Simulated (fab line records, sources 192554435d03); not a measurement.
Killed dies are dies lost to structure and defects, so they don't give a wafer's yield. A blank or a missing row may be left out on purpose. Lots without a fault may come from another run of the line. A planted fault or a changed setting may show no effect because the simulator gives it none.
One fault seen from 2 desks | flow n5_finfet | each desk has only its own numbers; what lay behind them comes last

THE METROLOGY DESK
What the gauges read, lot by lot, whatever tool the lot ran on: means of the sampled wafers that have a number. A lot is out of limits, marked OUT, if its mean lies more than 4 standard deviations from the usual mean; the brackets give that distance.
Columns: A = M8_RS at N5_BEOL_M8_RS_MEAS_57, usual 0.287 ohm/sq
lot  | first seen here | A
L305 | day 9 13:13     | 0.276
L308 | day 10 08:43    | 0.292
L310 | day 10 14:32    | 0.288
L311 | day 10 20:27    | 0.292
L314 | day 11 15:04    | 0.285
L313 | day 11 15:18    | 0.297
L315 | day 11 21:14    | 0.281
L320 | day 13 04:24    | 0.289
L321 | day 13 05:02    | 0.284
L326 | day 14 19:49    | 0.285
L328 | day 15 10:47    | 0.302
This desk's finding: nothing out of limits on any of the 11 lots.

THE TOOL OWNER'S DESK: pecvd-02
The tool's own readings at N5_BEOL_M9_ILD_DEP_00 (deposits SiCOH lowk from DEMS/porogen, target thk 308.51 nm, time 58 s): means of the sampled wafers that have a number, for each lot that ran on this tool. A lot is out of limits, marked OUT, if its mean lies more than 4 standard deviations from the usual mean; the brackets give that distance.
Columns: A = heater_power_w at N5_BEOL_M9_ILD_DEP_00, usual 300 W; B = showerhead_plenum_p_Torr at N5_BEOL_M9_ILD_DEP_00, usual 5.734 Torr; C = susceptor_temp_C at N5_BEOL_M9_ILD_DEP_00, usual 300.02 C; D = throttle_valve_pct at N5_BEOL_M9_ILD_DEP_00, usual 13.4 %
lot  | first seen here | A   | B     | C                | D
L311 | day 10 20:31    | 295 | 5.745 | 300.06           | 13.8
L313 | day 11 15:22    | 342 | 5.737 | 299.87           | 13.1
L320 | day 13 04:28    | 295 | 5.739 | 302.24 (+12) OUT | 12.8
L321 | day 13 05:07    | 299 | 5.738 | 302.39 (+13) OUT | 13.0
This desk's finding: out of limits on L320, L321; first on L320, day 13 04:28 (susceptor_temp_C at N5_BEOL_M9_ILD_DEP_00). In limits: L311, L313.

PUT TOGETHER
The tool owner's desk could have raised an alarm at day 13 04:28, on L320, L321.
The metrology desk saw nothing out of limits.
The metrology desk has L320, L321 on record, within its limits.
Of the lots named, all ran N5_BEOL_M9_ILD_DEP_00 on pecvd-02.

WHAT THE SIMULATOR HAD PUT IN
Process parameter drift: pecvd-02, from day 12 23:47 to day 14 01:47, at N5_BEOL_M9_ILD_DEP_00. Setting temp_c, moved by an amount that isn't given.
Lots struck among those shown: L320, L321.
Hours from the fault's start to each desk's first reading out of limits: the tool owner's desk, 5.
